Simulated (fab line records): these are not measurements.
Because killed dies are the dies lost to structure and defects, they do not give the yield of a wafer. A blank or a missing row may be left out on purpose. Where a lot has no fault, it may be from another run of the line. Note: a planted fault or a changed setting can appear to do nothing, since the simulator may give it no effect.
Matching of chambers / flow n5 finfet / 4 sister chambers for N5_BEOL_M0_CUTY_DESCUM_61 on rie diel-04
The step chemistry O2, time 7.9 s. 4 wafers are shown with their chamber, then 9 later ones without.

## WAFERS, EACH WITH ITS CHAMBER
wafer=L088.6; chamber=3; showerhead plenum p Torr (Torr)=2.15
wafer=L089.2; chamber=2; showerhead plenum p Torr (Torr)=2.08
wafer=L089.4; chamber=1; showerhead plenum p Torr (Torr)=2.15
wafer=L089.5; chamber=0; showerhead plenum p Torr (Torr)=2.06

## WAFERS WITHOUT THEIR CHAMBER
wafer=L091.1; showerhead plenum p Torr (Torr)=2.14
wafer=L091.3; showerhead plenum p Torr (Torr)=2.06
wafer=L091.4; showerhead plenum p Torr (Torr)=2.08
wafer=L093.3; showerhead plenum p Torr (Torr)=2.06
wafer=L093.5; showerhead plenum p Torr (Torr)=2.06
wafer=L093.6; showerhead plenum p Torr (Torr)=2.14
wafer=L095.1; showerhead plenum p Torr (Torr)=2.14
wafer=L095.4; showerhead plenum p Torr (Torr)=2.14
wafer=L095.6; showerhead plenum p Torr (Torr)=2.08

## THE CHAMBER EACH PASSED THROUGH
wafer=L091.1; from the rows above=can't be placed: 1 or 3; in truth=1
wafer=L091.3; from the rows above=0; in truth=0
wafer=L091.4; from the rows above=2; in truth=2
wafer=L093.3; from the rows above=0; in truth=0
wafer=L093.5; from the rows above=0; in truth=0
wafer=L093.6; from the rows above=can't be placed: 1 or 3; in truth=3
wafer=L095.1; from the rows above=can't be placed: 1 or 3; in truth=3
wafer=L095.4; from the rows above=can't be placed: 1 or 3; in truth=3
wafer=L095.6; from the rows above=2; in truth=2
Placed correctly: 5 of 9. Can't be placed from these rows: 4 (the true chamber is among the candidates in 4). 0 placed wrongly.
How it was worked out, from the rows above alone: a wafer's distance from a chamber is the root of the sum, over the readings, of the square of ((its reading less the chamber's mean) divided by the reading's scatter). If the next closest chamber is less than 2 further off than the closest, the wafer can't be placed; otherwise it belongs to the closest. For every chamber, the mean is computed from those of its wafers that are shown. The scatter (one wafer shown for each chamber): square how far every hidden wafer sits from the nearest shown wafer, average those squares and take the square root.
